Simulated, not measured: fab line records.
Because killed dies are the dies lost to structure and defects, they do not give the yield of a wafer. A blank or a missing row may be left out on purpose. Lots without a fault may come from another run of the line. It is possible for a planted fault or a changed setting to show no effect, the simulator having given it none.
Which tool was responsible? :: flow n5-finfet :: Sampling: 9 lots, 27 wafers, 6 of 1938 route steps

## WHAT THE GAUGES SHOWED, per wafer
N5_ILD0_THK_MEAS_13. Usual: thk-nm reads 17.4 nm (standard deviation 1.2).
lot: L616
measured: day 4 08:31
on: film-metro-01
thk-nm (nm): 17.0 16.9 17.4
flag: 

lot: L617
measured: day 4 10:59
on: film-metro-01
thk-nm (nm): 17.5 17.7 17.7
flag: 

lot: L618
measured: day 4 20:43
on: film-metro-01
thk-nm (nm): 15.5 15.3 17.0
flag: 

lot: L619
measured: day 4 22:50
on: film-metro-02
thk-nm (nm): 17.4 17.1 17.5
flag: 

lot: L620
measured: day 5 09:13
on: film-metro-02
thk-nm (nm): 18.3 17.8 18.7
flag: 

lot: L622
measured: day 5 16:43
on: film-metro-01
thk-nm (nm): 18.2 18.1 18.5
flag: 

lot: L630
measured: day 7 21:23
on: film-metro-02
thk-nm (nm): 16.9 18.8 18.0
flag: 

lot: L632
measured: day 8 08:35
on: film-metro-01
thk-nm (nm): 18.8 19.0 17.3
flag: 

lot: L636
measured: day 9 05:43
on: film-metro-01
thk-nm (nm): 17.0 17.4 18.0
flag: 

N5_ILD0_INSPECT_06: inspects for defects (darkfield). Usual: raw-defect-count reads 39 (standard deviation 18).
lot: L616
measured: day 4 08:32
on: defect-inspect-02
raw-defect-count: 74 39 45
flag: 

lot: L617
measured: day 4 11:01
on: defect-inspect-02
raw-defect-count: 46 29 44
flag: 

lot: L618
measured: day 4 20:44
on: defect-inspect-02
raw-defect-count: 41 30 136
flag: 

lot: L619
measured: day 4 22:51
on: defect-inspect-01
raw-defect-count: 276 299 252
flag: OFF

lot: L620
measured: day 5 09:14
on: defect-inspect-02
raw-defect-count: 264 297 270
flag: OFF

lot: L622
measured: day 5 16:44
on: defect-inspect-01
raw-defect-count: 248 272 297
flag: OFF

lot: L630
measured: day 7 21:25
on: defect-inspect-01
raw-defect-count: 36 23 15
flag: 

lot: L632
measured: day 8 08:37
on: defect-inspect-02
raw-defect-count: 35 37 47
flag: 

lot: L636
measured: day 9 05:44
on: defect-inspect-01
raw-defect-count: 47 62 69
flag: 

N5_BEOL_M4_RC_MEAS_101. Usual: DIBL_N 36.0 mV/V, standard deviation 2.5; DIBL_P 36.2 mV/V, standard deviation 3; IOFF_N 0.16 nA/um, standard deviation 0.044; IOFF_P 0.21 nA/um, standard deviation 0.049; ION_N 671 uA/um, standard deviation 15; ION_P 461 uA/um, standard deviation 8.7; SS_N 71.5 mV/dec, standard deviation 0.72; SS_P 73.4 mV/dec, standard deviation 0.9; VT_N 251 mV, standard deviation 4.4; VT_P -250 mV, standard deviation 4.
lot: L616
measured: day 8 21:51
on: prober-01
DIBL_N (mV/V): 39.1 36.2 35.8
DIBL_P (mV/V): 39.3 36.5 34.4
IOFF_N (nA/um): 0.23 0.17 0.16
IOFF_P (nA/um): 0.27 0.23 0.20
ION_N (uA/um): 683 688 659
ION_P (uA/um): 463 468 451
SS_N (mV/dec): 73.2 71.3 71.9
SS_P (mV/dec): 74.2 73.4 73.2
VT_N (mV): 247 248 249
VT_P (mV): -246 -248 -248
flag: 

lot: L617
measured: day 9 14:58
on: prober-02
DIBL_N (mV/V): 32.7 37.3 35.7
DIBL_P (mV/V): 34.3 40.0 38.5
IOFF_N (nA/um): 0.12 0.20 0.16
IOFF_P (nA/um): 0.18 0.24 0.24
ION_N (uA/um): 656 677 663
ION_P (uA/um): 455 459 461
SS_N (mV/dec): 70.9 72.3 71.7
SS_P (mV/dec): 72.2 74.3 74.3
VT_N (mV): 252 247 253
VT_P (mV): -249 -249 -247
flag: 

lot: L618
measured: day 9 23:35
on: prober-01
DIBL_N (mV/V): 37.4 38.0 38.5
DIBL_P (mV/V): 38.6 39.2 39.4
IOFF_N (nA/um): 0.19 0.19 0.20
IOFF_P (nA/um): 0.24 0.25 0.24
ION_N (uA/um): 694 670 678
ION_P (uA/um): 470 454 457
SS_N (mV/dec): 72.2 72.3 72.9
SS_P (mV/dec): 73.8 73.3 74.5
VT_N (mV): 249 250 249
VT_P (mV): -247 -252 -251
flag: 

lot: L619
measured: day 9 23:16
on: prober-02
DIBL_N (mV/V): 41.4 38.8 39.2
DIBL_P (mV/V): 41.8 39.1 39.7
IOFF_N (nA/um): 0.26 0.19 0.20
IOFF_P (nA/um): 0.29 0.24 0.24
ION_N (uA/um): 697 673 690
ION_P (uA/um): 466 457 468
SS_N (mV/dec): 72.5 73.0 72.9
SS_P (mV/dec): 75.0 74.2 75.1
VT_N (mV): 245 247 248
VT_P (mV): -246 -249 -251
flag: 

lot: L620
measured: day 10 03:35
on: prober-01
DIBL_N (mV/V): 36.4 34.6 35.0
DIBL_P (mV/V): 36.8 33.4 35.4
IOFF_N (nA/um): 0.15 0.11 0.12
IOFF_P (nA/um): 0.20 0.16 0.20
ION_N (uA/um): 678 653 669
ION_P (uA/um): 464 452 468
SS_N (mV/dec): 71.5 70.4 71.6
SS_P (mV/dec): 73.5 72.5 72.8
VT_N (mV): 252 255 255
VT_P (mV): -251 -253 -252
flag: 

lot: L622
measured: day 10 06:41
on: prober-01
DIBL_N (mV/V): 34.1 36.0 37.1
DIBL_P (mV/V): 32.0 35.3 37.1
IOFF_N (nA/um): 0.11 0.13 0.15
IOFF_P (nA/um): 0.14 0.16 0.20
ION_N (uA/um): 661 658 654
ION_P (uA/um): 453 450 455
SS_N (mV/dec): 70.8 71.4 72.1
SS_P (mV/dec): 72.9 73.9 74.2
VT_N (mV): 259 255 251
VT_P (mV): -259 -258 -254
flag: 

lot: L630
measured: day 12 07:01
on: prober-02
DIBL_N (mV/V): 37.8 34.2 38.7
DIBL_P (mV/V): 37.9 32.6 38.6
IOFF_N (nA/um): 0.20 0.12 0.23
IOFF_P (nA/um): 0.22 0.15 0.25
ION_N (uA/um): 691 660 700
ION_P (uA/um): 461 448 463
SS_N (mV/dec): 71.4 71.2 72.4
SS_P (mV/dec): 74.0 72.5 74.3
VT_N (mV): 245 254 243
VT_P (mV): -252 -254 -251
flag: 

lot: L632
measured: day 12 21:49
on: prober-01
DIBL_N (mV/V): 35.9 34.4 36.0
DIBL_P (mV/V): 37.7 35.8 37.3
IOFF_N (nA/um): 0.18 0.14 0.18
IOFF_P (nA/um): 0.26 0.22 0.24
ION_N (uA/um): 676 655 677
ION_P (uA/um): 469 460 469
SS_N (mV/dec): 71.0 70.9 72.3
SS_P (mV/dec): 73.7 73.8 73.8
VT_N (mV): 248 255 248
VT_P (mV): -244 -248 -247
flag: 

lot: L636
measured: day 13 20:39
on: prober-01
DIBL_N (mV/V): 40.1 36.2 37.9
DIBL_P (mV/V): 40.6 35.1 37.6
IOFF_N (nA/um): 0.25 0.13 0.19
IOFF_P (nA/um): 0.31 0.19 0.25
ION_N (uA/um): 689 651 675
ION_P (uA/um): 470 453 463
SS_N (mV/dec): 73.0 71.1 71.8
SS_P (mV/dec): 74.3 73.0 73.6
VT_N (mV): 245 255 246
VT_P (mV): -242 -252 -246
flag: 

## EACH LOT AND THE TOOL THAT RAN IT (in order: tool; ch and the chambers of the sampled wafers; start)
lot: L616
N5_SD_ACTIVATION_RTA_00: rtp-anneal-01 ch 0, day 4 01:33
N5_ILD0_CMP_12: cmp-03 ch 0,1,2, day 4 08:13
N5_SDB_DESCUM_16: rie-diel-02 ch 0,1,2, day 4 09:37

lot: L617
N5_SD_ACTIVATION_RTA_00: rtp-anneal-01 ch 0, day 4 04:05
N5_ILD0_CMP_12: cmp-03 ch 0,2,3, day 4 10:44
N5_SDB_DESCUM_16: rie-diel-02 ch 1,2, day 4 11:44

lot: L618
N5_SD_ACTIVATION_RTA_00: rtp-anneal-02 ch 0, day 4 13:23
N5_ILD0_CMP_12: cmp-02 ch 0,2,3, day 4 20:28
N5_SDB_DESCUM_16: rie-diel-01 ch 0,1, day 4 21:20

lot: L619
N5_SD_ACTIVATION_RTA_00: rtp-anneal-01 ch 0, day 4 15:40
N5_ILD0_CMP_12: cmp-03 ch 1,2,3, day 4 22:34
N5_SDB_DESCUM_16: rie-diel-02 ch 0,3, day 4 23:26

lot: L620
N5_SD_ACTIVATION_RTA_00: rtp-anneal-01 ch 0, day 5 01:40
N5_ILD0_CMP_12: cmp-03 ch 1,2,3, day 5 09:02
N5_SDB_DESCUM_16: rie-diel-05 ch 0,2,3, day 5 09:41

lot: L622
N5_SD_ACTIVATION_RTA_00: rtp-anneal-02 ch 0, day 5 09:46
N5_ILD0_CMP_12: cmp-03 ch 0,2,3, day 5 16:25
N5_SDB_DESCUM_16: rie-diel-01 ch 1,3, day 5 17:19

lot: L630
N5_SD_ACTIVATION_RTA_00: rtp-anneal-02 ch 0, day 7 12:53
N5_ILD0_CMP_12: cmp-02 ch 0,3, day 7 21:06
N5_SDB_DESCUM_16: rie-diel-02 ch 0,2,3, day 7 22:00

lot: L632
N5_SD_ACTIVATION_RTA_00: rtp-anneal-02 ch 0, day 8 01:29
N5_ILD0_CMP_12: cmp-03 ch 0,1,2, day 8 08:17
N5_SDB_DESCUM_16: rie-diel-01 ch 0,2,3, day 8 09:12

lot: L636
N5_SD_ACTIVATION_RTA_00: rtp-anneal-02 ch 0, day 8 22:47
N5_ILD0_CMP_12: cmp-03 ch 0,3, day 9 05:27
N5_SDB_DESCUM_16: rie-diel-05 ch 0,1, day 9 06:19
- N5_SD_ACTIVATION_RTA_00: time 0 s.
- N5_ILD0_CMP_12: polishes SiNx, stops on poly-Si, t overpolish 6 s, target thk 17.67 nm.
- N5_SDB_DESCUM_16: chemistry O2, time 7.9 s.

## AS READ BY THE TOOLS THEMSELVES (means over the sampled wafers that have a number; for cases with no such wafer, the mark the record gives instead)
N5_SD_ACTIVATION_RTA_00. Usual: lamp-power-pct 8.96 %, standard deviation 0.055; lamp_zone_1_pct 8.952 %, standard deviation 0.029; lamp_zone_4_pct 8.954 %, standard deviation 0.029; wafer_temp_C_max 975.1, standard deviation 2.1.
lot: L616
tool: rtp-anneal-01
lamp-power-pct (%): 8.94
lamp_zone_1_pct (%): 8.955
lamp_zone_4_pct (%): 8.909
wafer_temp_C_max: 974.9
flag: 

lot: L617
tool: rtp-anneal-01
lamp-power-pct (%): 8.97
lamp_zone_1_pct (%): 8.916
lamp_zone_4_pct (%): 8.943
wafer_temp_C_max: 974.7
flag: 

lot: L618
tool: rtp-anneal-02
lamp-power-pct (%): 8.96
lamp_zone_1_pct (%): 8.959
lamp_zone_4_pct (%): 8.952
wafer_temp_C_max: 977.6
flag: 

lot: L619
tool: rtp-anneal-01
lamp-power-pct (%): 8.90
lamp_zone_1_pct (%): 8.961
lamp_zone_4_pct (%): 8.963
wafer_temp_C_max: 973.9
flag: 

lot: L620
tool: rtp-anneal-01
lamp-power-pct (%): 8.95
lamp_zone_1_pct (%): 8.946
lamp_zone_4_pct (%): 8.953
wafer_temp_C_max: 974.6
flag: 

lot: L622
tool: rtp-anneal-02
lamp-power-pct (%): 9.02
lamp_zone_1_pct (%): 8.940
lamp_zone_4_pct (%): 8.937
wafer_temp_C_max: 974.4
flag: 

lot: L630
tool: rtp-anneal-02
lamp-power-pct (%): 8.92
lamp_zone_1_pct (%): 8.967
lamp_zone_4_pct (%): 8.954
wafer_temp_C_max: 973.4
flag: 

lot: L632
tool: rtp-anneal-02
lamp-power-pct (%): 8.93
lamp_zone_1_pct (%): 8.973
lamp_zone_4_pct (%): 8.948
wafer_temp_C_max: 975.2
flag: 

lot: L636
tool: rtp-anneal-02
lamp-power-pct (%): 8.94
lamp_zone_1_pct (%): 8.934
lamp_zone_4_pct (%): 8.959
wafer_temp_C_max: 975.9
flag: 

N5_ILD0_CMP_12. Usual: motor-current-A 9.2 A, standard deviation 1; overpolish-run-s 6.000 s, standard deviation 0.0092; time-to-endpoint-s 28 s, standard deviation 3.1.
lot: L616
tool: cmp-03
motor-current-A (A): 9.4
overpolish-run-s (s): 5.989
time-to-endpoint-s (s): 26
flag: 

lot: L617
tool: cmp-03
motor-current-A (A): 9.9
overpolish-run-s (s): 6.009
time-to-endpoint-s (s): 26
flag: 

lot: L618
tool: cmp-02
motor-current-A (A): 9.2
overpolish-run-s (s): 6.004
time-to-endpoint-s (s): 28
flag: 

lot: L619
tool: cmp-03
motor-current-A (A): 9.0
overpolish-run-s (s): 5.999
time-to-endpoint-s (s): 25
flag: 

lot: L620
tool: cmp-03
motor-current-A (A): 8.9
overpolish-run-s (s): 6.004
time-to-endpoint-s (s): 29
flag: 

lot: L622
tool: cmp-03
motor-current-A (A): 9.8
overpolish-run-s (s): 5.996
time-to-endpoint-s (s): 28
flag: 

lot: L630
tool: cmp-02
motor-current-A (A): 9.5
overpolish-run-s (s): 6.001
time-to-endpoint-s (s): 30
flag: 

lot: L632
tool: cmp-03
motor-current-A (A): 9.7
overpolish-run-s (s): 6.008
time-to-endpoint-s (s): 29
flag: 

lot: L636
tool: cmp-03
motor-current-A (A): 10.4
overpolish-run-s (s): 5.997
time-to-endpoint-s (s): 28
flag: 

N5_SDB_DESCUM_16. Usual: drypump-motor-current-A 5.8 A, standard deviation 0.48; o2-flow-sccm 225.0 sccm, standard deviation 0.69; oes-product-au 0.76 a.u., standard deviation 0.067; rf-vpp-V 243.0 V, standard deviation 1.2; showerhead-plenum-p-Torr 2.09 Torr, standard deviation 0.068; throttle-valve-pct 20.58 %, standard deviation 0.25.
lot: L616
tool: rie-diel-02
drypump-motor-current-A (A): 5.6
o2-flow-sccm (sccm): 224.6
oes-product-au (a.u.): 0.79
rf-vpp-V (V): 243.6
showerhead-plenum-p-Torr (Torr): 2.08
throttle-valve-pct (%): 20.50
flag: 

lot: L617
tool: rie-diel-02
drypump-motor-current-A (A): 5.7
o2-flow-sccm (sccm): 225.3
oes-product-au (a.u.): 0.82
rf-vpp-V (V): 242.9
showerhead-plenum-p-Torr (Torr): 2.09
throttle-valve-pct (%): 20.38
flag: 

lot: L618
tool: rie-diel-01
drypump-motor-current-A (A): 6.5
o2-flow-sccm (sccm): 225.8
oes-product-au (a.u.): 0.69
rf-vpp-V (V): 243.0
showerhead-plenum-p-Torr (Torr): 2.12
throttle-valve-pct (%): 20.46
flag: 

lot: L619
tool: rie-diel-02
drypump-motor-current-A (A): 5.5
o2-flow-sccm (sccm): 225.1
oes-product-au (a.u.): 0.85
rf-vpp-V (V): 243.5
showerhead-plenum-p-Torr (Torr): 2.08
throttle-valve-pct (%): 20.68
flag: 

lot: L620
tool: rie-diel-05
drypump-motor-current-A (A): 6.0
o2-flow-sccm (sccm): 225.3
oes-product-au (a.u.): 0.74
rf-vpp-V (V): 243.2
showerhead-plenum-p-Torr (Torr): 2.09
throttle-valve-pct (%): 20.38
flag: 

lot: L622
tool: rie-diel-01
drypump-motor-current-A (A): 6.3
o2-flow-sccm (sccm): 224.0
oes-product-au (a.u.): 0.72
rf-vpp-V (V): 244.2
showerhead-plenum-p-Torr (Torr): 2.14
throttle-valve-pct (%): 20.33
flag: 

lot: L630
tool: rie-diel-02
drypump-motor-current-A (A): 5.6
o2-flow-sccm (sccm): 225.0
oes-product-au (a.u.): 0.83
rf-vpp-V (V): 242.7
showerhead-plenum-p-Torr (Torr): 2.09
throttle-valve-pct (%): 20.60
flag: 

lot: L632
tool: rie-diel-01
drypump-motor-current-A (A): 5.9
o2-flow-sccm (sccm): 224.6
oes-product-au (a.u.): 0.73
rf-vpp-V (V): 242.5
showerhead-plenum-p-Torr (Torr): 2.09
throttle-valve-pct (%): 20.80
flag: 

lot: L636
tool: rie-diel-05
drypump-motor-current-A (A): 5.3
o2-flow-sccm (sccm): 225.7
oes-product-au (a.u.): 0.70
rf-vpp-V (V): 242.8
showerhead-plenum-p-Torr (Torr): 2.12
throttle-valve-pct (%): 20.82
flag: 

## THE ANSWER, worked out from the rows above alone
Rule: a lot counts as off when the mean over its wafers that have a number is more than 3 standard deviations away from the usual mean. Also off: a lot with no number at a reading for which 4 or more lots have one. Any other lot the step has rows for is counted as sound. Order of review: gauges by route order, followed by the tools' own readings, for which a lot's mean as printed above is used. The first step at which some lot is off is used, and at that step the reading that is off furthest; a lot without a number counts as furthest.
Off at N5_ILD0_INSPECT_06 (raw-defect-count): L619, L620, L622.
If a tool, at a process step before that reading, ran all the lots that are off and no sound lot after the first of them, it fits. The gauges at N5_ILD0_INSPECT_06 are tried like those tools. Not one of the candidates tried fits.

## WHAT HAD BEEN PUT IN BY THE SIMULATOR
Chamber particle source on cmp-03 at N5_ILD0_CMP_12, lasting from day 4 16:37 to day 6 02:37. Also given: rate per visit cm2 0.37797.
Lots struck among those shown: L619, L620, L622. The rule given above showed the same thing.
